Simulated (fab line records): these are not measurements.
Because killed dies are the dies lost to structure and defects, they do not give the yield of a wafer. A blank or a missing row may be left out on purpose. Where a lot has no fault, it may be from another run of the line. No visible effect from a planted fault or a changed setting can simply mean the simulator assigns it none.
fab line records ; flow nand_harc
record lots=12; wafers=34; last_day=25
route steps=1159 shown A_BLC@990 A_M0@1011 END@1159
lots untouched by any fault: they come from a run of this same line in which no faults occurred
start_h: hours from the record's first day to the start of the lot's first wafer shown ; wait_h: hours elapsed since this lot's preceding step ; " identical to the entry in the row above ; L1.1+2: one row covering several wafers at once ; - no value present, or no start provided ; * or withheld: withheld ; < > ~ a bound
route shown NAME@n: a module of which the file shows steps, and the number in the route of the first ; usual: mean/standard deviation of fault-free wafers ; same: alike in all rows ; chamber/n: place in a boat ; sites: the reading at each site ; _std_site: their standard deviation ; _edge_site: outer sites' mean less inner sites' ; radius_mm: how far each site lies from the wafer's centre ; mask NAME#n: copy n ; behind: the tool/chamber that last shaped the wafer ; hold: the reason the lot was held/the length of the hold in hours/how it ended ; device: names the non-switching transistor (n, p or np) ; end of line: the route-end tests of the same wafers ; a step without rows: its recipe alone ; killed: dies that structure and defects cost at the first sort, which is not the same as the wafer's yield ; map: a wafer's dies, marking killed ones x, the rest . and places with no die _
set.NAME: the run value of the setting; set.NAME@STEP: its run value at that earlier step ; model.NAME: the simulator's own value behind a step, which no gauge read
one table for each step of the route and one row for each wafer, over a sample of lots
services: the hour from which a tool's chamber was out of use, counted from the record's first day as start_h (under 0 if before that day), plus the number of hours and why
## steps
# step NHARC_A_BLC_CMP_25
# recipe t_overpolish_s=30; target_thk_nm=150
# usual motor_current_A=11.2/0.87; overpolish_run_s=30.000/0.0095; time_to_endpoint_s=29.3/2.8
lot.wafer;tool;chamber;start_h;wait_h;motor_current_A;overpolish_run_s;time_to_endpoint_s
L563.4;cmp-03;1;409.88;0.4;12.3;30.001;30.5
L563.3;cmp-03;2;409.88;0.4;10.3;30.008;24.2
L563.1;cmp-03;0;409.88;0.4;11.0;29.999;26.6
L565.3;cmp-03;2;410.33;0.4;10.8;29.997;28.7
L565.2;cmp-03;3;410.33;0.4;11.6;30.016;29.1
L565.5;cmp-03;2;410.33;0.4;11.3;30.006;25.4
L564.4;cmp-03;0;410.65;0.4;11.7;29.987;28.7
L564.1;cmp-03;2;410.65;0.4;11.0;29.995;27.5
L564.5;cmp-03;0;410.65;0.4;11.8;30.016;25.8
L566.2;cmp-04;1;422.37;0.5;10.8;29.995;26.5
L566.1;cmp-04;3;422.37;0.5;9.7;30.004;26.3
L566.3;cmp-04;0;422.37;0.5;11.8;29.990;30.5
L570.2;cmp-03;2;442.78;0.5;11.5;30.022;27.0
L570.5;cmp-03;3;442.78;0.5;11.8;30.008;30.7
L569.2;cmp-03;1;445.71;0.4;13.1;29.988;29.9
L569.3;cmp-03;2;445.71;0.4;10.5;29.999;30.4
L576.2;cmp-04;2;464.03;0.5;10.6;30.006;27.4
L576.4;cmp-04;3;464.03;0.5;10.2;30.005;25.4
L576.5;cmp-04;1;464.03;0.5;9.6;30.005;25.3
L580.2;cmp-04;0;496.80;0.5;12.5;30.004;31.1
L580.5;cmp-04;3;496.80;0.5;10.3;29.995;29.3
L580.6;cmp-04;0;496.80;0.5;11.5;29.991;32.6
L579.3;cmp-03;0;497.22;0.3;11.6;30.000;25.6
L579.4;cmp-03;1;497.22;0.3;11.8;29.980;29.3
L579.5;cmp-03;0;497.22;0.3;11.4;29.998;25.0
L583.1;cmp-01;2;507.42;0.5;11.1;29.999;28.0
L583.4;cmp-01;1;507.42;0.5;11.0;30.010;25.8
L583.6;cmp-01;2;507.42;0.5;10.8;30.011;27.2
L584.3;cmp-01;2;515.47;0.3;10.9;30.000;31.1
L584.6;cmp-01;1;515.47;0.3;10.7;30.011;28.3
L584.5;cmp-01;2;515.47;0.3;11.2;29.996;29.6
L586.3;cmp-04;3;549.63;0.3;9.9;29.995;34.0
L586.2;cmp-04;0;549.63;0.3;12.5;29.994;38.6
L586.4;cmp-04;1;549.63;0.3;10.1;29.992;31.6
# step NHARC_A_M0_STRIP_18
# recipe power_w=1000; n2_flow_sccm=150; h2_flow_sccm=150; ar_flow_sccm=0; bias_w=0; chemistry=N2/H2
# usual drypump_motor_current_A=5.7/0.31; oes_product_au=1.004/0.011; rf_vpp_V=90.7/1; showerhead_plenum_p_Torr=2.05/0.11; throttle_valve_pct=14.171/0.0097
lot.wafer;tool;chamber;start_h;wait_h;drypump_motor_current_A;oes_product_au;rf_hours_counter_h;rf_vpp_V;showerhead_plenum_p_Torr;throttle_valve_pct
L563.3;rie_diel-03;0;411.66;0.1;5.8;1.020;0;90.3;2.17;14.174
L563.1;rie_diel-03;1;411.66;0.1;6.0;1.015;0;90.8;2.14;14.156
L563.4;rie_diel-03;3;411.66;0.1;6.0;1.010;0;89.8;1.90;14.162
L565.2;rie_diel-05;0;412.41;0.1;6.0;0.993;6;90.5;2.08;14.161
L565.3;rie_diel-05;3;412.41;0.1;5.3;0.986;6;89.1;1.90;14.180
L565.5;rie_diel-05;0;412.41;0.1;6.0;0.993;-;90.3;2.08;14.184
L564.1;rie_diel-10;1;412.60;0.1;5.2;1.010;4;90.4;2.07;14.155
L564.4;rie_diel-10;2;412.60;0.1;5.6;1.001;4;91.0;2.19;14.153
L564.5;rie_diel-10;3;412.60;0.1;6.2;1.012;-;89.5;1.96;14.178
L566.1;rie_diel-05;3;424.24;0.1;5.3;0.975;6;89.1;1.90;14.161
L566.3;rie_diel-05;0;424.24;0.1;6.1;0.991;6;93.0;2.08;14.180
L566.2;rie_diel-05;2;424.24;0.1;5.5;0.994;4;91.5;2.20;14.159
L570.2;rie_diel-05;2;444.54;0.1;5.5;1.014;6;91.8;2.20;14.168
L570.5;rie_diel-05;2;444.54;0.1;5.4;1.005;-;91.2;2.20;14.176
L569.3;rie_diel-03;3;447.53;0.1;6.0;1.006;2;89.1;1.90;14.162
L569.2;rie_diel-03;0;447.53;0.1;5.8;1.018;3;91.2;2.16;14.172
L576.4;rie_diel-05;0;465.88;0.1;6.1;0.990;9;90.6;2.08;14.165
L576.2;rie_diel-05;2;465.88;0.1;5.5;0.997;8;91.9;2.19;14.186
L576.5;rie_diel-05;0;465.88;0.1;6.1;0.996;-;90.4;2.08;14.175
L580.2;rie_diel-03;0;498.59;0.1;5.8;1.022;7;92.5;2.16;14.164
L580.5;rie_diel-03;1;498.59;0.1;6.0;1.015;-;91.7;2.14;14.183
L580.6;rie_diel-03;2;498.59;0.1;5.5;1.008;-;90.3;1.96;14.170
L579.3;rie_diel-05;1;499.67;0.1;5.7;0.998;11;91.4;2.08;14.176
L579.4;rie_diel-05;0;499.67;0.1;6.0;0.987;12;90.9;2.07;14.160
L579.5;rie_diel-05;2;499.67;0.1;5.5;1.002;-;92.0;2.19;14.180
L583.4;rie_diel-05;1;509.24;0.1;5.8;0.993;11;90.8;2.08;14.190
L583.1;rie_diel-05;2;509.24;0.1;5.5;1.003;11;91.1;2.19;14.176
L583.6;rie_diel-05;3;509.24;0.1;5.3;0.988;-;90.7;1.90;14.168
L584.3;rie_diel-03;2;517.22;0.1;5.4;1.010;9;90.6;1.96;14.174
L584.6;rie_diel-03;1;517.22;0.1;6.0;1.023;-;90.9;2.14;14.180
L584.5;rie_diel-03;2;517.22;0.1;5.5;1.001;-;89.8;1.96;14.174
L586.2;rie_diel-10;2;551.71;0.1;5.6;1.007;1;91.7;2.19;14.173
L586.4;rie_diel-10;0;551.71;0.1;5.4;0.999;1;90.1;1.95;14.166
L586.3;rie_diel-10;1;551.71;0.1;5.2;1.004;1;91.2;2.06;14.175
# step NHARC_A_M0_PVD_20
# recipe target_thk_a=50; bias_v=168.6; power_w=15000; chamber_pressure_pa=0.12; time_s=8.06; substrate_temp_c=50; material=TaN
# usual substrate_temp_c=50.01/0.12; throttle_valve_pct=30.2/0.57
lot.wafer;tool;chamber;start_h;wait_h;substrate_temp_c;throttle_valve_pct
L563.3;pvd_sputter-03;-;-;-;49.96;30.0
L563.4;pvd_sputter-03;-;-;-;49.96;30.1
L563.1;pvd_sputter-03;-;-;-;50.09;29.8
L565.2;pvd_sputter-03;-;-;-;49.93;29.8
L565.3;pvd_sputter-03;-;-;-;50.07;30.5
L565.5;pvd_sputter-03;-;-;-;49.91;29.8
L564.4;pvd_sputter-01;-;-;-;50.24;30.4
L564.1;pvd_sputter-01;-;-;-;50.23;31.0
L564.5;pvd_sputter-01;-;-;-;49.94;30.3
L566.1;pvd_sputter-01;-;-;-;49.93;30.2
L566.2;pvd_sputter-01;-;-;-;50.00;30.3
L566.3;pvd_sputter-01;-;-;-;50.13;31.1
L570.2;pvd_sputter-01;-;-;-;50.17;30.3
L570.5;pvd_sputter-01;-;-;-;50.11;30.6
L569.2;pvd_sputter-03;-;-;-;50.06;29.5
L569.3;pvd_sputter-03;-;-;-;50.09;29.9
L576.2;pvd_sputter-01;-;-;-;50.13;30.5
L576.4;pvd_sputter-01;-;-;-;49.97;30.9
L576.5;pvd_sputter-01;-;-;-;50.04;31.1
L580.2;pvd_sputter-01;-;-;-;50.21;30.5
L580.6;pvd_sputter-01;-;-;-;50.13;30.7
L580.5;pvd_sputter-01;-;-;-;50.01;30.8
L579.3;pvd_sputter-02;-;-;-;49.96;31.0
L579.4;pvd_sputter-02;-;-;-;49.94;29.8
L579.5;pvd_sputter-02;-;-;-;49.99;31.0
L583.4;pvd_sputter-03;-;-;-;49.86;30.5
L583.1;pvd_sputter-03;-;-;-;49.85;29.9
L583.6;pvd_sputter-03;-;-;-;50.07;30.6
L584.3;pvd_sputter-02;-;-;-;49.82;29.4
L584.5;pvd_sputter-02;-;-;-;49.92;30.8
L584.6;pvd_sputter-02;-;-;-;49.98;29.7
L586.3;pvd_sputter-03;-;-;-;50.00;30.0
L586.4;pvd_sputter-03;-;-;-;50.16;29.7
L586.2;pvd_sputter-03;-;-;-;50.10;29.7
# step NHARC_A_M0_ECD_22
# recipe target_thk_a=4000; bath_temp_c=25; material=Cu
lot.wafer;tool;chamber;start_h;wait_h
L563.1+3+4;ecd_cu-02;0,1,0;412.61;-
L565.2+3+5;ecd_cu-01;1,1,0;413.38;-
L564.1+4+5;ecd_cu-02;0,1,1;413.49;-
L566.1+2+3;ecd_cu-01;1,0,1;425.15;-
L570.2+5;ecd_cu-02;0;445.46;-
L569.2+3;ecd_cu-02;0,1;448.70;-
L576.2+4+5;ecd_cu-01;1,0,1;466.87;-
L580.2+5+6;ecd_cu-01;0,0,1;499.43;-
L579.4+3+5;ecd_cu-01;0,1,1;500.71;-
L583.1+4+6;ecd_cu-01;1,1,0;510.10;-
L584.3+6+5;ecd_cu-01;0,0,1;518.20;-
L586.2+3+4;ecd_cu-02;0,1,0;552.68;-
# step NHARC_A_M0_CMP_23
# recipe t_overpolish_s=20; target_thk_nm=113.75
# usual motor_current_A=12.2/1.9; time_to_endpoint_s=28.7/2.2
lot.wafer;tool;chamber;start_h;wait_h;motor_current_A;time_to_endpoint_s
L563.3;cmp-04;0;413.28;-;11.9;33.6
L563.4;cmp-04;2;413.28;-;10.5;30.3
L563.1;cmp-04;3;413.28;-;10.5;28.9
L565.2;cmp-01;3;414.10;-;13.4;27.7
L565.3;cmp-01;0;414.10;-;11.5;27.1
L565.5;cmp-01;1;414.10;-;10.6;25.0
L564.1;cmp-02;3;414.35;-;17.2;31.0
L564.4;cmp-02;0;414.35;-;11.5;29.9
L564.5;cmp-02;0;414.35;-;11.3;29.0
L566.3;cmp-01;2;425.87;-;11.2;27.0
L566.2;cmp-01;3;425.87;-;13.3;27.8
L566.1;cmp-01;1;425.87;-;11.4;27.4
L570.2;cmp-01;1;446.25;-;10.8;9.2
L570.5;cmp-01;0;446.25;-;11.0;10.1
L569.3;cmp-04;3;449.38;-;10.3;29.8
L569.2;cmp-04;0;449.38;-;12.0;12.8
L576.4;cmp-01;3;467.55;-;13.4;26.5
L576.2;cmp-01;0;467.55;-;11.4;29.0
L576.5;cmp-01;0;467.55;-;11.1;26.6
L580.2;cmp-02;3;500.15;-;17.1;32.4
L580.5;cmp-02;3;500.15;-;15.5;30.0
L580.6;cmp-02;0;500.15;-;11.5;28.3
L579.4;cmp-02;1;501.39;-;13.0;26.8
L579.3;cmp-02;2;501.39;-;11.9;28.6
L579.5;cmp-02;3;501.39;-;16.8;31.9
L583.4;cmp-02;2;510.88;-;11.5;28.1
L583.1;cmp-02;3;510.88;-;15.8;30.5
L583.6;cmp-02;1;510.88;-;14.2;28.0
L584.3;cmp-04;3;518.88;-;10.5;28.3
L584.5;cmp-04;1;518.88;-;10.3;25.3
L584.6;cmp-04;2;518.88;-;10.9;27.7
L586.4;cmp-02;3;553.46;-;17.4;31.2
L586.2;cmp-02;0;553.46;-;11.0;27.9
L586.3;cmp-02;2;553.46;-;11.5;27.7
# step NHARC_END_SORT_01
# recipe temp_c=25
# usual defect_limited_yield=95.6/1.4; killed_at_array=25/9.2; killed_at_other=0.8/1.2; killed_at_periphery=3.9/2.6; killed_dies=30/9.7; killed_open=3.4/1.9; killed_short=2.0/1.4; sort_bin_2_pct=1.4/0.62; sort_bin_3_pct=0.24/0.2; sort_bin_4_pct=2.8/0.92; sort_n_pass=647/9.7; sort_rim_yield_pct=94/3.3; sort_yield_pct=95.6/1.4
# same gross_dies=677; sort_bin_5_pct[%]=0; sort_bin_6_pct[%]=0; sort_bin_7_pct[%]=0; sort_bin_8_pct[%]=0; sort_rim_n_gross=106.00
lot.wafer;tool;chamber;start_h;wait_h;defect_limited_yield[%];killed_at_array;killed_at_other;killed_at_periphery;killed_dies;killed_open;killed_short;sort_bin_2_pct[%];sort_bin_3_pct[%];sort_bin_4_pct[%];sort_n_pass;sort_rim_yield_pct[%];sort_yield_pct[%]
L569.2;prober-01;0;491.86;2.8;96.2;20;1;5;26;2;1;1.3;0.30;2.2;651;97;96.2
L579.3;prober-01;0;537.70;3.1;95.0;27;0;7;34;2;2;1.3;0.30;3.4;643;88;95.0
L579.4;prober-01;0;538.51;3.4;94.2;31;1;7;39;2;4;2.1;0.15;3.5;638;88;94.2
L579.5;prober-01;0;539.32;3.7;95.4;25;2;4;31;3;1;1.6;0.30;2.7;646;93;95.4
L580.2;prober-02;0;544.72;2.8;96.6;19;1;3;23;6;2;0.7;0.30;2.4;654;94;96.6
L580.5;prober-02;0;547.12;3.7;96.8;19;1;2;22;7;3;0.7;0.30;2.2;655;98;96.8
L580.6;prober-02;0;547.91;4.0;97.9;10;1;3;14;2;1;0.9;0.15;1.0;663;97;97.9
L584.3;prober-02;0;561.08;3.1;94.2;32;4;3;39;6;1;2.2;0.30;3.2;638;96;94.2
L584.5;prober-02;0;562.69;3.7;94.8;33;2;0;35;5;2;2.2;0;3.0;642;96;94.8
L584.6;prober-02;0;563.49;4.0;95.4;28;1;2;31;0;2;1.8;0.89;1.9;646;88;95.4
# killed by level:class
L569.2 A_CHANNEL_HOLE_D1:chamber_film_flake=7 A_STAIRCASE:chamber_film_flake=5 P_ZERO_WELL:chamber_film_flake=4 A_WL_FILL:chamber_film_flake=2 A_CONTACT:chamber_film_flake=2 A_BLC:geometric_particle:open=1 A_M0:geometric_particle:open=1 P_GATE:chamber_film_flake=1
L579.3 A_SLIT:chamber_film_flake=10 A_CONTACT:chamber_film_flake=7 P_M1:chamber_film_flake=5 A_CHANNEL_HOLE_D1:chamber_film_flake=3 A_BLC:chamber_film_flake=2 P_GATE:geometric_particle:short=1 A_ONON_D1:geometric_particle:open=1 A_ONON_D1:geometric_particle:short=1
L579.4 A_CONTACT:chamber_film_flake=10 A_SLIT:chamber_film_flake=9 A_CHANNEL_HOLE_D1:chamber_film_flake=5 P_M1:chamber_film_flake=3 P_CONTACT:chamber_film_flake=2 A_ZERO_WELL:chamber_film_flake=2 P_GATE:geometric_particle:short=1 P_M0:geometric_particle:short=1
L579.5 A_SLIT:chamber_film_flake=12 A_CHANNEL_HOLE_D1:chamber_film_flake=4 A_CONTACT:chamber_film_flake=3 P_CONTACT:chamber_film_flake=2 P_M1:chamber_film_flake=2 THIN_TSV:chamber_film_flake=2 A_CHANNEL_FILL_D1:geometric_particle:open=1 A_SGD_CUT:geometric_particle:open=1
L580.2 A_CHANNEL_HOLE_D1:chamber_film_flake=5 A_CONTACT:chamber_film_flake=5 A_ONON_D1:geometric_particle:open=2 P_GATE:chamber_film_flake=2 P_CONTACT:geometric_particle:open=1 A_ONON_D1:geometric_particle:short=1 A_CHANNEL_FILL_D1:geometric_particle:short=1 A_WL_FILL:geometric_particle:open=1
L580.5 A_CONTACT:chamber_film_flake=6 A_M0:geometric_particle:open=4 A_CHANNEL_HOLE_D1:chamber_film_flake=3 A_CONTACT:geometric_particle:open=2 P_M1:geometric_particle:open=1 A_ONON_D1:geometric_particle:short=1 A_CHANNEL_FILL_D1:geometric_particle:short=1 A_WL_FILL:geometric_particle:short=1
L580.6 A_CONTACT:chamber_film_flake=5 A_CHANNEL_HOLE_D1:chamber_film_flake=3 P_GATE:geometric_particle:open=1 A_CHANNEL_HOLE_D1:geometric_particle:short=1 STARTING-WAFER:geometric_particle:open=1 P_GATE:chamber_film_flake=1 P_M2:chamber_film_flake=1 A_WL_FILL:chamber_film_flake=1
L584.3 A_CHANNEL_HOLE_D1:chamber_film_flake=19 THIN_TSV:chamber_film_flake=4 A_M0:geometric_particle:open=3 A_SLIT:chamber_film_flake=3 A_CONTACT:chamber_film_flake=3 P_M2:chamber_film_flake=2 P_CONTACT:geometric_particle:open=1 A_SGD_CUT:geometric_particle:short=1
L584.5 A_CHANNEL_HOLE_D1:chamber_film_flake=16 A_CONTACT:chamber_film_flake=5 A_SLIT:chamber_film_flake=4 A_CONTACT:geometric_particle:open=2 A_M0:geometric_particle:open=2 THIN_TSV:chamber_film_flake=2 A_ONON_D1:geometric_particle:open=1 A_ONON_D1:geometric_particle:short=1
L584.6 A_CHANNEL_HOLE_D1:chamber_film_flake=16 A_CONTACT:chamber_film_flake=6 A_SLIT:chamber_film_flake=4 P_M0:geometric_particle:short=1 A_CHANNEL_FILL_D1:geometric_particle:short=1 P_M2:chamber_film_flake=1 A_ZERO_WELL:chamber_film_flake=1 THIN_TSV:chamber_film_flake=1
## services
tool;chamber;start_h;hours;kind
cmp-02;-;398.80;0.3;repair
cmp-04;-;399.12;4.0;pm
cmp-02;-;408.65;0.8;repair
cmp-04;-;408.91;4.3;repair
cmp-01;-;409.22;4.1;repair
cmp-02;-;422.52;4.0;pm
pvd_sputter-01;-;438.65;3.7;repair
ecd_cu-01;-;448.38;8.0;pm
cmp-02;-;448.72;0.8;repair
cmp-03;-;450.11;4.0;pm
pvd_sputter-03;-;458.09;10.0;pm
cmp-02;-;459.33;1.7;repair
cmp-01;-;476.03;4.0;pm
cmp-01;-;483.79;7.8;repair
cmp-02;-;489.81;2.4;repair
cmp-04;-;497.12;4.0;pm
pvd_sputter-01;-;514.00;10.0;pm
rie_diel-05;-;517.60;9.0;pm
cmp-02;-;520.52;4.0;pm
ecd_cu-01;-;523.89;3.9;repair
cmp-03;-;529.55;0.4;repair
cmp-04;-;531.16;1.9;repair
cmp-02;-;542.85;1.4;repair
cmp-03;-;548.13;4.0;pm
## key
first_sign step=NHARC_A_M0_CMP_23; reading=time_to_endpoint_s; direction=down; sigmas=8.3; usual=*; struck=*
effect none on later readings
met_at NHARC_A_M0_ECD_22
struck_lots L569,L570
struck_wafers L569.2,L570.2,L570.5
not_acting_at NHARC_A_BLC_CMP_25,NHARC_A_M0_STRIP_18,NHARC_A_M0_PVD_20
onset_between 413.49 445.46
fault kind=process_parameter_drift; tool=ecd_cu-02; chamber=-; onset_h=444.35; steps=NHARC_A_M0_ECD_22; channel=target_thk_a; offset=*; shape=step; end_h=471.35; scope=struck_wafers_only; acts_in=*; stated=*
